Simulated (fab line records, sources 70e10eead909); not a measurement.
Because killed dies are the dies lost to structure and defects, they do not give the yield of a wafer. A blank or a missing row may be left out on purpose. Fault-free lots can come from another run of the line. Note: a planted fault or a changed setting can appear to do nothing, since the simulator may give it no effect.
fab line records	flow nandHarc
[record] lots = 6	wafers = 18	lastDay = 32
route steps=1302 shown A_BLC@1132 A_M0@1137 END@1302
lots untouched by any fault: they come from a run of this same line in which no faults occurred
startH: hours from the record's first day to the start of the lot's first wafer shown	waitH: hours from the lot's prior step to this one	" identical to the entry in the row above	L1.1+2: several wafers, shown together as one row	- value missing, or start not given	* or withheld: withheld	< > ~ a bound
route shown NAME@n: NAME is a module with steps in the file, n the number in the route of the first one	usual: mean/standard deviation taken from wafers without a fault	same: alike in all rows	chamber/n: place in a boat	sites: readings site by site	_std_site: the standard deviation of these	_edge_site: inner sites' mean taken away from outer sites' mean	radiusMm: for every site, how far away it sits from the centre of the wafer	mask NAME#n: copy n	behind: tool/chamber where the wafer was last shaped	hold: why the lot was held/for how many hours/how that ended	device: the transistor (n, p or np) that didn't switch	end of line: tests run on the same wafers once the route is complete	where a step has no rows: the recipe by itself	killed: count of dies lost to structure and defects at first sort (not the wafer's yield)	map: shows each die of a wafer: x if killed, . if not, _ if none is there
set.NAME: the setting as run; set.NAME@STEP: as run at that earlier step	model.NAME: the simulator's own value behind a step, which no gauge read
a table for each step, a row for each wafer; lots at some steps of the route
services: a tool's chamber out of use, with start hour (startH, from the record's first day; less than 0 if before it), hours out, and reason
[[steps]]
[step NHARC_A_BLC_CVD_24]
[recipe] targetThkA = 1500	tempC = 300	pressureTorr = 40	wf6FlowSccm = 40	h2FlowSccm = 1600	arFlowSccm = 1560	timeS = 434	material = W
[usual] heaterPowerW = 465/40	mfcArSccm = 1560/4.2	throttleValvePct = 8.1/0.33
lot.wafer	tool	chamber	startH	waitH	heaterPowerW	mfcArSccm	throttleValvePct
L984.4	cvdW-02	0	-	-	515	1562	7.6
L984.5	"	0	"	"	514	1561	7.6
L984.6	"	1	"	"	482	1557	8.2
L991.4	cvdW-02	1	-	-	495	1554	8.7
L991.3	"	0	"	"	504	1555	7.5
L991.5	"	0	"	"	518	1565	7.6
L999.2	cvdW-02	0	-	-	497	1559	7.5
L999.1	"	1	"	"	480	1559	8.7
L999.4	"	1	"	"	468	1550	8.6
L998.2	cvdW-01	0	-	-	473	1564	8.4
L998.5	"	1	"	"	397	1560	8.3
L998.6	"	0	"	"	485	1562	8.1
L101.2	cvdW-02	0	-	-	486	1559	7.7
L101.3	"	1	"	"	493	1563	8.1
L101.5	"	1	"	"	471	1561	8.3
L100.4	cvdW-01	1	-	-	411	1560	8.5
L100.3	"	0	"	"	471	1564	7.9
L100.6	"	1	"	"	400	1562	8.7
[step NHARC_A_BLC_CMP_25]
[recipe] tOverpolishS = 30	targetThkNm = 150
[usual] motorCurrentA = 11.9/0.58	overpolishRunS = 30.000/0.0091	timeToEndpointS = 31/3.1
lot.wafer	tool	chamber	startH	waitH	motorCurrentA	overpolishRunS	timeToEndpointS
L984.4	cmp-03	1	552.42	0.4	11.8	30.000	34
L984.5	"	3	"	"	11.1	30.003	33
L984.6	"	0	"	"	11.5	29.995	33
L991.4	cmp-02	2	608.71	0.3	11.5	30.008	32
L991.3	"	0	"	"	11.2	29.980	29
L991.5	"	1	"	"	13.1	30.006	26
L999.4	cmp-01	3	672.16	0.3	12.0	30.014	33
L999.1	"	0	"	"	10.8	30.007	28
L999.2	"	1	"	"	12.5	30.011	34
L998.2	cmp-01	2	673.79	0.4	12.0	29.995	32
L998.5	"	2	"	"	12.1	30.006	31
L998.6	"	3	"	"	11.4	29.993	32
L101.2	cmp-03	1	707.66	0.5	10.6	29.986	28
L101.3	"	3	"	"	11.8	29.994	30
L101.5	"	2	"	"	11.4	29.999	33
L100.4	cmp-02	0	716.65	0.3	11.4	29.993	34
L100.3	"	3	"	"	11.8	29.990	34
L100.6	"	1	"	"	13.0	30.013	32
[step NHARC_A_BLC_SRD_27]
[step NHARC_A_BLC_INSPECT_28]
[usual] rawDefectCount = 495/120
lot.wafer	tool	chamber	startH	waitH	rawDefectCount
L984.4	defectInspect-02	-	552.80	0.1	462
L984.5	"	-	"	"	435
L984.6	"	-	"	"	378
L991.3	defectInspect-02	-	609.09	0.1	517
L991.4	"	-	"	"	557
L991.5	"	-	"	"	423
L999.1	defectInspect-01	-	672.55	0.1	608
L999.2	"	-	"	"	517
L999.4	"	-	"	"	608
L998.2	defectInspect-02	-	674.19	0.1	462
L998.5	"	-	"	"	411
L998.6	"	-	"	"	348
L101.2	defectInspect-01	-	708.06	0.1	389
L101.3	"	-	"	"	634
L101.5	"	-	"	"	570
L100.3	defectInspect-01	-	717.05	0.1	678
L100.4	"	-	"	"	553
L100.6	"	-	"	"	605
[step NHARC_A_M0_DEP_00]
[recipe] targetThkA = 1500	targetThkNm = 150	tempC = withheld	pressureTorr = 5	flowSccm = 200	rfW = 600	material = SiOC
[step NHARC_A_M0_DEHYDRATE_01]
[recipe] tempC = 150	timeS = 120
[step NHARC_A_M0_HMDS_02]
[recipe] timeS = 30
[step NHARC_A_M0_COAT_33]
[recipe] tempC = 200	timeS = 65
[step NHARC_A_M0_COAT_03]
[recipe] spinRpm = 1500	resistThkNm = 90
[step NHARC_A_M0_SOFTBAKE_04]
[recipe] tempC = 105	timeS = 55
[step NHARC_A_M0_EBR_05]
[step NHARC_A_M0_EXPOSE_06]
[recipe] na = 1.35	targetCdNm = 80	doseMj = 83.25	maskId = A_M0
[usual] exposureDoseMJCm2 = 83.26/0.091	reticleTempC = 23.00/0.096
lot.wafer	tool	chamber	startH	waitH	mask	exposureDoseMJCm2	reticleTempC
L984.4	arfiScanner-03	0	553.51	-	A_M0#0	83.33	22.99
L984.5	"	0	"	"	A_M0#0	83.34	22.97
L984.6	"	0	"	"	A_M0#0	83.33	23.01
L991.3	arfiScanner-02	0	609.73	-	A_M0#0	83.25	22.90
L991.4	"	0	"	"	A_M0#0	83.29	22.93
L991.5	"	0	"	"	A_M0#0	83.31	22.87
L999.1	arfiScanner-02	0	673.34	-	A_M0#0	83.28	23.04
L999.2	"	0	"	"	A_M0#0	83.23	23.13
L999.4	"	0	"	"	A_M0#0	83.15	23.14
L998.2	arfiScanner-03	0	674.96	-	A_M0#0	62.69	22.94
L998.5	"	0	"	"	A_M0#0	62.61	23.10
L998.6	"	0	"	"	A_M0#0	62.73	23.00
L101.2	arfiScanner-01	0	708.85	-	A_M0#0	83.26	23.24
L101.3	"	0	"	"	A_M0#0	83.15	23.05
L101.5	"	0	"	"	A_M0#0	83.27	23.10
L100.3	arfiScanner-03	0	718.24	-	A_M0#0	66.85	22.92
L100.4	"	0	"	"	A_M0#0	67.01	23.00
L100.6	"	0	"	"	A_M0#0	67.04	22.92
[step NHARC_A_M0_PEB_07]
[recipe] pebTempC = 100	pebTimeS = 65
[step NHARC_A_M0_DEVELOP_08]
[recipe] developTimeS = 35	devTempC = 23
[step NHARC_A_M0_CD_MEAS_09]
[recipe] targetCdNm = 80	landingEnergyEv = 500
[usual] cdNm = 80.2/0.89
lot.wafer	tool	chamber	startH	waitH	cdNm
L984.4	cdSem-01	0	553.64	-	79.7
L984.5	"	0	"	"	78.5
L984.6	"	0	"	"	80.6
L991.3	cdSem-03	0	609.87	-	80.0
L991.4	"	0	"	"	79.9
L991.5	"	0	"	"	81.7
L999.1	cdSem-01	0	673.48	-	80.6
L999.2	"	0	"	"	79.6
L999.4	"	0	"	"	81.3
L998.2	cdSem-01	0	675.09	-	61.4
L998.5	"	0	"	"	60.6
L998.6	"	0	"	"	60.9
L101.2	cdSem-01	0	708.99	-	81.9
L101.3	"	0	"	"	80.7
L101.5	"	0	"	"	81.6
L100.3	cdSem-01	0	718.39	-	66.2
L100.4	"	0	"	"	65.4
L100.6	"	0	"	"	65.6
[step NHARC_A_M0_OVL_MEAS_10]
[recipe] pitchNm = 160
[usual] overlayXNm = 0.3/0.74	overlayYNm = -0.3/1
lot.wafer	tool	chamber	startH	waitH	overlayXNm	overlayYNm
L984.4	overlay-01	-	553.72	-	1.3	1.9
L984.5	"	-	"	"	2.2	1.6
L984.6	"	-	"	"	1.8	1.9
L991.3	overlay-02	-	609.95	-	0.1	-1.4
L991.4	"	-	"	"	0.3	-1.7
L991.5	"	-	"	"	0.0	-1.9
L999.1	overlay-02	-	673.57	-	-0.1	1.8
L999.2	"	-	"	"	0.6	2.1
L999.4	"	-	"	"	0.5	1.5
L998.2	overlay-02	-	675.18	-	1.7	-0.9
L998.5	"	-	"	"	1.5	-1.2
L998.6	"	-	"	"	1.0	-0.6
L101.2	overlay-01	-	709.08	-	1.8	-0.5
L101.3	"	-	"	"	1.8	-1.3
L101.5	"	-	"	"	1.4	-1.4
L100.3	overlay-01	-	718.47	-	1.3	-0.5
L100.4	"	-	"	"	1.6	-0.2
L100.6	"	-	"	"	1.6	-0.6
[step NHARC_A_M0_INSPECT_11]
[usual] rawDefectCount = 79/38
lot.wafer	tool	chamber	startH	waitH	rawDefectCount
L984.4	defectInspect-02	-	553.76	0.0	30
L984.5	"	-	"	"	27
L984.6	"	-	"	"	30
L991.3	defectInspect-01	-	609.99	0.0	37
L991.4	"	-	"	"	31
L991.5	"	-	"	"	41
L999.1	defectInspect-01	-	673.61	0.0	130
L999.2	"	-	"	"	117
L999.4	"	-	"	"	107
L998.2	defectInspect-02	-	675.22	0.0	57
L998.5	"	-	"	"	56
L998.6	"	-	"	"	55
L101.2	defectInspect-02	-	709.11	0.0	79
L101.3	"	-	"	"	68
L101.5	"	-	"	"	82
L100.3	defectInspect-01	-	718.51	0.0	128
L100.4	"	-	"	"	110
L100.6	"	-	"	"	126
[step NHARC_A_M0_DESCUM_14]
[recipe] timeS = 3	o2FlowSccm = 200	arFlowSccm = 0	biasPowerW = 0	chemistry = O2
[usual] drypumpMotorCurrentA = 5.7/0.4	mfcArSccm = 0.007/0.0079	oesProductAu = 1.001/0.014	rfVppV = 57.8/0.85	showerheadPlenumPTorr = 1.88/0.075	throttleValvePct = 11.311/0.0097
lot.wafer	tool	chamber	startH	waitH	drypumpMotorCurrentA	mfcArSccm	oesProductAu	rfHoursCounterH	rfVppV	showerheadPlenumPTorr	throttleValvePct	model.A_M0.cdNm
L984.4	rieDiel-09	3	553.84	0.1	6.2	0.016	1.012	2.0	57.9	1.78	11.324	79.41
L984.5	"	1	"	"	6.4	0.005	0.996	-	58.0	1.97	11.308	78.96
L984.6	"	2	"	"	5.8	0.010	0.998	-	58.6	1.81	11.318	81.49
L991.3	rieDiel-12	0	610.06	0.1	5.7	0	0.994	5.9	57.4	1.78	11.321	80.92
L991.4	"	2	"	"	5.5	0.006	1.000	7.2	56.2	1.87	11.306	80.1
L991.5	"	0	"	"	5.7	0	0.991	-	58.1	1.78	11.300	82.21
L999.1	rieDiel-13	1	673.67	0.1	5.4	0.016	1.001	9.8	57.1	1.96	11.320	80.09
L999.4	"	2	"	"	6.3	0	1.022	11.5	58.5	2.01	11.307	81.83
L999.2	"	0	"	"	4.8	0.011	0.983	8.4	58.3	1.95	11.297	79.62
L998.2	rieDiel-12	3	675.28	0.1	5.9	0	0.995	3.0	56.3	1.84	11.327	61.33
L998.5	"	2	"	"	5.5	0.006	0.972	-	58.6	1.87	11.328	60.21
L998.6	"	3	"	"	5.9	0	0.982	-	58.5	1.84	11.308	60.99
L101.3	rieDiel-13	3	709.17	0.1	5.6	0.026	1.004	0.1	56.6	1.84	11.314	80.42
L101.2	"	1	"	"	5.4	0.016	1.017	0.0	58.7	1.96	11.316	82.1
L101.5	"	3	"	"	5.6	0.026	1.007	-	58.2	1.84	11.309	81.4
L100.4	rieDiel-12	3	718.58	0.1	6.0	0	0.986	4.0	58.8	1.84	11.306	65.44
L100.3	"	0	"	"	5.7	0	1.001	3.1	56.6	1.78	11.321	66.37
L100.6	"	2	"	"	5.5	0.006	0.984	-	56.8	1.87	11.331	65.55
[step NHARC_A_M0_ETCH_34]
[recipe] targetDepthA = 400	overetchA = 120	timeS = 43.94	ionEnergyEv = 200	n2FlowSccm = 150	h2FlowSccm = 150	arFlowSccm = 0	rfW = 400	biasW = 150	chemistry = N2/H2
[usual] drypumpMotorCurrentA = 5.8/0.37	mfcArSccm = 0.007/0.0084	oesProductAu = 1.002/0.013	rfVppV = 429.4/2.5	showerheadPlenumPTorr = 2.00/0.085	throttleValvePct = 14.171/0.0093
lot.wafer	tool	chamber	startH	waitH	drypumpMotorCurrentA	mfcArSccm	oesProductAu	rfHoursCounterH	rfVppV	showerheadPlenumPTorr	throttleValvePct
L984.4	rieDiel-09	2	553.90	0.1	5.8	0.010	0.996	2.8	427.9	1.93	14.175
L984.6	"	2	"	"	5.8	0.010	0.987	-	426.9	1.93	14.170
L984.5	"	3	"	"	6.2	0.016	1.022	-	426.6	1.89	14.182
L991.4	rieDiel-12	0	610.13	0.1	5.7	0	0.983	5.9	426.7	1.89	14.158
L991.3	"	1	"	"	5.6	0.001	1.002	4.5	433.0	2.12	14.155
L991.5	"	0	"	"	5.7	0	0.982	-	427.1	1.89	14.170
L999.4	rieDiel-13	2	673.75	0.1	6.3	0	1.019	11.5	433.5	2.14	14.176
L999.2	"	3	"	"	5.6	0.026	1.002	11.0	426.0	1.96	14.171
L999.1	"	1	"	"	5.4	0.016	0.999	9.8	430.9	2.09	14.182
L998.2	rieDiel-12	1	675.37	0.1	5.6	0.001	0.996	2.0	433.3	2.12	14.155
L998.5	"	3	"	"	5.9	0	0.997	-	428.6	1.95	14.153
L998.6	"	0	"	"	5.7	0	0.993	-	425.6	1.89	14.168
L101.2	rieDiel-13	3	709.26	0.1	5.6	0.026	1.005	0.1	426.6	1.96	14.159
L101.3	"	1	"	"	5.4	0.016	1.013	0.0	430.9	2.09	14.167
L101.5	"	3	"	"	5.6	0.026	1.017	-	428.6	1.96	14.169
L100.4	rieDiel-12	1	718.67	0.1	5.6	0.001	0.992	3.2	432.6	2.12	14.157
L100.3	"	2	"	"	5.5	0.006	0.984	4.0	428.9	1.99	14.172
L100.6	"	3	"	"	5.9	0	0.990	-	428.7	1.95	14.167
[step NHARC_A_M0_ETCH_15]
[recipe] targetDepthA = 1500	overetchA = 150	timeS = 82.5	c4f8FlowSccm = withheld	arFlowSccm = 400	rfW = 600	biasW = 300	chemistry = C4F8/Ar
[usual] oesProductAu = 0.953/0.025	rfVppV = 439.8/2.6
lot.wafer	tool	chamber	startH	waitH	oesProductAu	rfHoursCounterH	rfVppV	model.A_M0.cdNm
L984.4	rieDiel-09	0	-	-	0.966	2.3	436.6	78.77
L984.6	"	2	"	"	0.955	-	438.1	80.52
L984.5	"	3	"	"	0.999	-	435.5	78.47
L991.3	rieDiel-12	1	-	-	0.911	4.6	442.7	80.6
L991.4	"	3	"	"	0.914	8.2	438.3	80.15
L991.5	"	0	"	"	0.946	-	435.4	82.64
L999.4	rieDiel-13	1	-	-	0.939	9.8	442.7	81.72
L999.1	"	2	"	"	0.932	11.5	443.3	79.1
L999.2	"	3	"	"	0.924	11.0	439.0	79.58
L998.2	rieDiel-12	0	-	-	0.956	2.4	436.2	60.72
L998.5	"	1	"	"	0.976	-	443.7	59.83
L998.6	"	2	"	"	0.957	-	439.3	60.86
L101.3	rieDiel-13	3	-	-	0.973	0.1	437.6	79.85
L101.2	"	0	"	"	0.951	0.1	441.4	82.4
L101.5	"	2	"	"	0.993	-	442.8	81.65
L100.4	rieDiel-12	2	-	-	0.921	4.0	440.5	65.09
L100.3	"	3	"	"	0.911	4.1	440.3	66.71
L100.6	"	1	"	"	0.926	-	443.9	65.38
[step NHARC_A_M0_CD_MEAS_16]
[usual] cdNm = 80.2/1.2
lot.wafer	tool	chamber	startH	waitH	cdNm
L984.4	cdSem-01	-	554.13	-	78.8
L984.5	"	-	"	"	78.2
L984.6	"	-	"	"	80.7
L991.3	cdSem-03	-	610.35	-	80.6
L991.4	"	-	"	"	80.2
L991.5	"	-	"	"	83.0
L999.1	cdSem-02	-	673.97	-	78.8
L999.2	"	-	"	"	79.6
L999.4	"	-	"	"	81.9
L998.2	cdSem-02	-	675.58	-	60.8
L998.5	"	-	"	"	59.8
L998.6	"	-	"	"	61.0
L101.2	cdSem-03	-	709.47	-	82.6
L101.3	"	-	"	"	79.6
L101.5	"	-	"	"	82.1
L100.3	cdSem-01	-	718.87	-	66.6
L100.4	"	-	"	"	65.1
L100.6	"	-	"	"	65.5
[step NHARC_END_SORT_01]
[recipe] tempC = 25
[usual] defectLimitedYield = 92.3/2.7	killedAtArray = 47/18	killedAtOther = 0.9/1.1	killedAtPeriphery = 4/3.1	killedDies = 52/18	killedOpen = 3.1/1.5	killedShort = 2.4/1.5	sort_bin_2_pct = 2.7/1.2	sort_bin_3_pct = 0.6/0.38	sort_bin_4_pct = 4.5/1.5	sortNPass = 625/18	sortRimYieldPct = 89/4.5	sortYieldPct = 92.3/2.7
[same] grossDies = 677	sort_bin_5_pct[%] = 0	sort_bin_6_pct[%] = 0	sort_bin_7_pct[%] = 0	sort_bin_8_pct[%] = 0	sortRimNGross = 106.00
lot.wafer	tool	chamber	startH	waitH	defectLimitedYield[%]	killedAtArray	killedAtOther	killedAtPeriphery	killedDies	killedOpen	killedShort	sort_bin_2_pct[%]	sort_bin_3_pct[%]	sort_bin_4_pct[%]	sortNPass	sortRimYieldPct[%]	sortYieldPct[%]
L998.2	prober-01	0	714.86	2.8	3.2	651	1	3	655	2	2	91.6	0.3	4.9	22	0	3.2
L998.5	prober-01	0	717.30	3.8	3.4	646	5	3	654	3	3	92.0	0.3	4.3	23	0	3.4
L998.6	prober-01	0	718.12	4.1	4.9	641	2	1	644	2	3	90.4	0.4	4.3	33	0	4.9
// killed by level:class
L998.2 A_M0:areaExpose=604 A_CHANNEL_HOLE_D2:chamberFilmFlake=17 A_SLIT:chamberFilmFlake=9 A_CHANNEL_HOLE_D1:chamberFilmFlake=9 A_CHANNEL_FILL_D2:chamberFilmFlake=3 A_CONTACT:chamberFilmFlake=2 P_M1:geometricParticle:short=1 A_CHANNEL_HOLE_D2:geometricParticle:open=1
L998.5 A_M0:areaExpose=601 A_CHANNEL_HOLE_D2:chamberFilmFlake=17 A_CHANNEL_HOLE_D1:chamberFilmFlake=11 A_SLIT:chamberFilmFlake=4 THIN_TSV:chamberFilmFlake=4 P_GATE:chamberFilmFlake=3 A_STAIRCASE:chamberFilmFlake=3 A_CHANNEL_FILL_D2:chamberFilmFlake=2
L998.6 A_M0:areaExpose=602 A_CHANNEL_HOLE_D2:chamberFilmFlake=15 A_CHANNEL_HOLE_D1:chamberFilmFlake=11 A_STAIRCASE:chamberFilmFlake=4 A_CONTACT:chamberFilmFlake=3 THIN_TSV:chamberFilmFlake=2 P_STI:geometricParticle:open=1 A_CHANNEL_FILL_D1:geometricParticle:short=1
[[services]]
tool	chamber	startH	hours	kind
cmp-02	-	528.05	4.0	pm
rieDiel-12	0	528.61	10.4	repair
arfiScanner-03	-	529.14	0.7	repair
rieDiel-13	0	534.06	16.7	repair
arfiScanner-03	-	540.00	4.0	pm
rieDiel-12	1	552.99	45.9	repair
arfiScanner-03	-	575.80	5.9	repair
rieDiel-12	0	578.25	6.8	repair
rieDiel-12	-	587.70	0.2	repair
rieDiel-12	0	592.10	1.7	repair
rieDiel-12	2	598.78	8.2	repair
rieDiel-13	-	600.54	0.5	repair
rieDiel-13	1	609.40	2.8	repair
rieDiel-12	-	622.47	9.0	pm
cvdW-02	-	631.37	13.0	pm
rieDiel-13	-	651.88	0.9	repair
rieDiel-09	-	674.10	9.0	pm
arfiScanner-03	-	678.40	1.2	repair
cvdW-02	0	688.02	8.1	repair
rieDiel-12	0	691.65	2.1	repair
rieDiel-13	-	696.00	9.0	pm
rieDiel-13	2	710.11	16.1	repair
rieDiel-12	0	710.66	5.4	repair
arfiScanner-03	-	712.00	4.0	pm
[[key]]
[firstSign] step = NHARC_A_M0_EXPOSE_06	reading = exposureDoseMJCm2	direction = down	sigmas = 99+	usual = 83.26	struck = 64.82
[effect] step = NHARC_A_M0_CD_MEAS_09	reading = cdNm	direction = down	sigmas = 19	usual = 80.2	struck = 63.4	through = controlLoop
[effect] step = NHARC_A_M0_CD_MEAS_16	reading = cdNm	direction = down	sigmas = 14	usual = 80.2	struck = 63.1	through = controlLoop
[effect] step = NHARC_END_SORT_01	reading = sort_bin_2_pct	direction = up	sigmas = 75	usual = 2.7	struck = 91.3
[modelEffect] step = NHARC_A_M0_DESCUM_14	value = A_M0.cdNm	without = 79.71	struck = 63.31
[modelEffect] step = NHARC_A_M0_ETCH_15	value = A_M0.cdNm	without = 79.49	struck = 63.1
[moreKillsBornAt] NHARC_A_M0_EXPOSE_06@arfiScanner-03 = 1807
metAt NHARC_A_M0_EXPOSE_06
struckWafers L998.2,L998.5,L998.6,L100.3,L100.4,L100.6
laterRowsLeftOut L998.2,L998.5,L998.6,L100.4,L100.6
sortLeftOut L100.3,L100.4,L100.6
[loopTrim] step = NHARC_A_M0_EXPOSE_06	setting = dose	lots = L100
onsetBetween 553.51 674.96
[fault] kind = processParameterDrift	tool = arfiScanner-03	chamber = -	onsetH = 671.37	steps = NHARC_A_M0_EXPOSE_06	channel = doseMj	offset = -20.483	shape = step	actsIn = theseRecipesOnly	stated = 83.25
// sortLeftOut: the simulated sort isn't trusted on such a fault, so these wafers' sort isn't shown, and their yield isn't known
// laterRowsLeftOut: the simulator's readings of these wafers behind a module that went badly wrong aren't trusted and aren't shown, but for the sort
// loopTrim: a control loop set the setting to another value than it would have without faults
